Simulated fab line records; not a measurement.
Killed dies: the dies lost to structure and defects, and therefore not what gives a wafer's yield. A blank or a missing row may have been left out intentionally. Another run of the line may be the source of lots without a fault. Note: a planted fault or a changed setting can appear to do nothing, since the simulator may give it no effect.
A struck lot beside a sound one + flow nand-harc + 38 steps out of a route of 1159
Sound: these wafers, L252.1, L252.2, L252.4. Wafers struck: L241.1, L241.2, L241.5. At the end, the cause is stated.
For every step that has rows: the tool of each side, followed by ch and its chambers, followed by its first start. Under that, the readings that differ: sound wafers + struck wafers + difference of the means + sigmas: that difference in standard deviations of wafers without a fault.
alike: same words and numbers on both sides, and readings whose means sit less than 2 such deviations apart. not compared: any withheld reading, any reading some wafer has no value for, any bound like >300 that may hide the same value, and any number with overlapping values for which the record gives no deviation.
The two part at a step that has a row with sigmas, a row that says differs or no value, or rows on one side only. Numbers that don't overlap but have no deviation are shown without sigmas and don't part them. Lack of a reading on every wafer of one side parts them only where that side has two or more wafers.

first, 10 steps without rows for these wafers: NHARC_A_CHANNEL_HOLE_D1_DEP_00 (deposits aC, target thk 3100 nm); NHARC_A_CHANNEL_HOLE_D1_DEP_01 (deposits SiON, target thk 140 nm); NHARC_A_CHANNEL_HOLE_D1_DEHYDRATE_02 (time 120 s); NHARC_A_CHANNEL_HOLE_D1_HMDS_03 (time 30 s); NHARC_A_CHANNEL_HOLE_D1_COAT_36 (time 75 s); NHARC_A_CHANNEL_HOLE_D1_COAT_37 (time 65 s); NHARC_A_CHANNEL_HOLE_D1_COAT_04 (resist thk 90 nm); NHARC_A_CHANNEL_HOLE_D1_SOFTBAKE_05 (time 55 s); NHARC_A_CHANNEL_HOLE_D1_EBR_06; NHARC_A_CHANNEL_HOLE_D1_EXPOSE_07 (exposes mask HOLE D1, target cd 100 nm).
NHARC_A_CHANNEL_HOLE_D1_PEB_08: peb time 65 s.
  sound on litho-track-04 ch 0, day 13 17:16; struck on litho-track-06 ch 0, day 11 09:56
| reading                  | sound              | struck               | difference | sigmas |
|--------------------------|--------------------|----------------------|------------|--------|
| heater-power-total-W (W) | 156.1 156.8 157.1  | 181.9 182.0 182.6    | +25.5      | +59    |
| plate-temp-C (C)         | 100.01 99.95 99.96 | 111.91 111.67 111.93 | +11.86     | +91    |
then, 1 step without rows for these wafers: NHARC_A_CHANNEL_HOLE_D1_DEVELOP_09 (develop time 35 s).
NHARC_A_CHANNEL_HOLE_D1_CD_MEAS_10 targets a cd of 100 nm.
  sound on cd-sem-01 ch 0, day 13 17:20; struck on cd-sem-03 ch 0, day 11 10:01
| reading    | sound           | struck            | difference | sigmas |
|------------|-----------------|-------------------|------------|--------|
| cd-nm (nm) | 99.4 100.0 99.9 | 120.3 120.2 120.6 | +20.6      | +34    |
NHARC_A_CHANNEL_HOLE_D1_DESCUM_15: chemistry O2, time 3 s.
  sound on rie-diel-05 ch 0,2, day 13 17:32; struck on rie-diel-09 ch 0,2,3, day 11 10:13
| reading                            | sound             | struck            | difference | sigmas |
|------------------------------------|-------------------|-------------------|------------|--------|
| model.A_CHANNEL_HOLE_D1.cd-nm (nm) | 99.38 100.3 100.1 | 120.5 120.7 119.5 | +20.3      |        |
  alike: drypump-motor-current-A, mfc-ar-sccm, oes-product-au, rf-vpp-V, showerhead-plenum-p-Torr, throttle-valve-pct
  not compared: rf-hours-counter-h
then, 4 steps without rows for these wafers: NHARC_A_CHANNEL_HOLE_D1_ETCH_38 (etches the open film in CF4, target depth 39 nm, time 65 s); NHARC_A_CHANNEL_HOLE_D1_ETCH_39 (etches the open film in N2/H2, target depth 260 nm, time 325 s); NHARC_A_CHANNEL_HOLE_D1_ETCH_34 (etches the open film in CF4/CHF3, target depth 154 nm, time 77 s); NHARC_A_CHANNEL_HOLE_D1_ETCH_16 (etches the open film in O2/COS, target depth 3100 nm, time 806 s).
NHARC_A_CHANNEL_HOLE_D1_CD_MEAS_18:
  sound on cd-sem-01, day 13 18:51; struck on cd-sem-03, day 11 11:18
| reading    | sound    | struck      | difference | sigmas |
|------------|----------|-------------|------------|--------|
| cd-nm (nm) | 99 93 95 | 119 116 118 | +22        | +7     |
then, 12 steps without rows for these wafers: NHARC_A_CHANNEL_HOLE_D1_ETCH_19 (etches the open film in C4F8/O2/Ar, time 34.5 s); NHARC_A_CHANNEL_HOLE_D1_ETCH_20 (etches the open film in C4F8/O2/Ar, time 361.9 s, target depth 1600 nm); NHARC_A_CHANNEL_HOLE_D1_ETCH_21 (etches the open film in C4F8/O2/Ar, time 514.3 s, target depth 1600 nm); NHARC_A_CHANNEL_HOLE_D1_ETCH_22 (etches the open film in C4F8/O2/Ar, time 666.7 s, target depth 1600 nm); NHARC_A_CHANNEL_HOLE_D1_ETCH_23 (etches the open film in C4F8/O2/Ar, time 819 s, target depth 1600 nm); NHARC_A_CHANNEL_HOLE_D1_ETCH_24 (etches the open film in C4F8/O2/Ar, time 906.2 s, target depth 1500 nm); NHARC_A_CHANNEL_HOLE_D1_ETCH_25 (etches the open film in C4F8/O2/Ar, time 1040.2 s, target depth 1500 nm); NHARC_A_CHANNEL_HOLE_D1_ETCH_26 (etches the open film in C4F8/O2/Ar, time 224.1 s, target depth 300 nm); NHARC_A_CHANNEL_HOLE_D1_ETCH_33 (etches the open film in C4F8/O2/Ar, time 90 s, target depth 400 nm); NHARC_A_CHANNEL_HOLE_D1_STRIP_41 (strips in N2/H2); NHARC_A_CHANNEL_HOLE_D1_STRIP_42 (strips in CF4/CHF3); NHARC_A_CHANNEL_HOLE_D1_STRIP_43 (strips in O2/COS).
NHARC_A_CHANNEL_HOLE_D1_ETCH_44: etches the open film in CF4/O2, target depth 140 nm, overetch 14 nm, time 77 s.
  sound on rie-diel-09 ch 1,2,3, day 14 00:07; struck on rie-diel-06 ch 1,2, day 11 19:03
| reading                            | sound             | struck            | difference | sigmas |
|------------------------------------|-------------------|-------------------|------------|--------|
| rf-vpp-V (V)                       | 200.4 198.8 199.1 | 195.7 197.0 195.4 | -3.4       | -2     |
| model.A_CHANNEL_HOLE_D1.cd-nm (nm) | 90.25 92.07 91.58 | 110.1 110.9 109.4 | +18.8      |        |
  alike: drypump-motor-current-A, mfc-ar-sccm, oes-product-au, showerhead-plenum-p-Torr, throttle-valve-pct
  not compared: rf-hours-counter-h
then, 3 steps without rows for these wafers: NHARC_A_CHANNEL_HOLE_D1_STRIP_27 (strips in O2); NHARC_A_CHANNEL_HOLE_D1_PRECLEAN_28 (cleans in SC1); NHARC_A_CHANNEL_HOLE_D1_SRD_29.
NHARC_A_CHANNEL_HOLE_D1_CD_MEAS_30:
  sound on cd-sem-01, day 14 00:55; struck on cd-sem-02, day 11 19:53
| reading    | sound          | struck            | difference | sigmas |
|------------|----------------|-------------------|------------|--------|
| cd-nm (nm) | 89.7 92.4 91.7 | 109.8 110.0 109.2 | +18.4      | +12    |
NHARC_A_CHANNEL_HOLE_D1_XSEM_31:
  sound on xsem-01 ch 0, day 14 01:00; struck on xsem-01 ch 0, day 11 19:58
| reading        | sound          | struck         | difference | sigmas |
|----------------|----------------|----------------|------------|--------|
| bot-cd-nm (nm) | 73.6 75.4 75.1 | 93.9 94.9 94.0 | +19.6      | +13    |
  alike: bow-nm, tilt-deg
-- the record jumps here: 13 days lie between the struck wafers' starts before and after (it left off in module A_CHANNEL_HOLE_D1 and takes up again in module END, whose first step shown is number 1159 of the route) --
NHARC_END_SORT_01:
  the record has rows for the struck wafers here (prober-02 ch 0, day 25 03:01) and none for the sound ones

## WHERE THEY PART
At NHARC_A_CHANNEL_HOLE_D1_PEB_08 first; at NHARC_END_SORT_01 last (within this record only).

WHY: what had been put in by the simulator
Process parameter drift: litho-track-06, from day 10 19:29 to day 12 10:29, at NHARC_A_CHANNEL_HOLE_D1_PEB_08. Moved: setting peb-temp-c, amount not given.
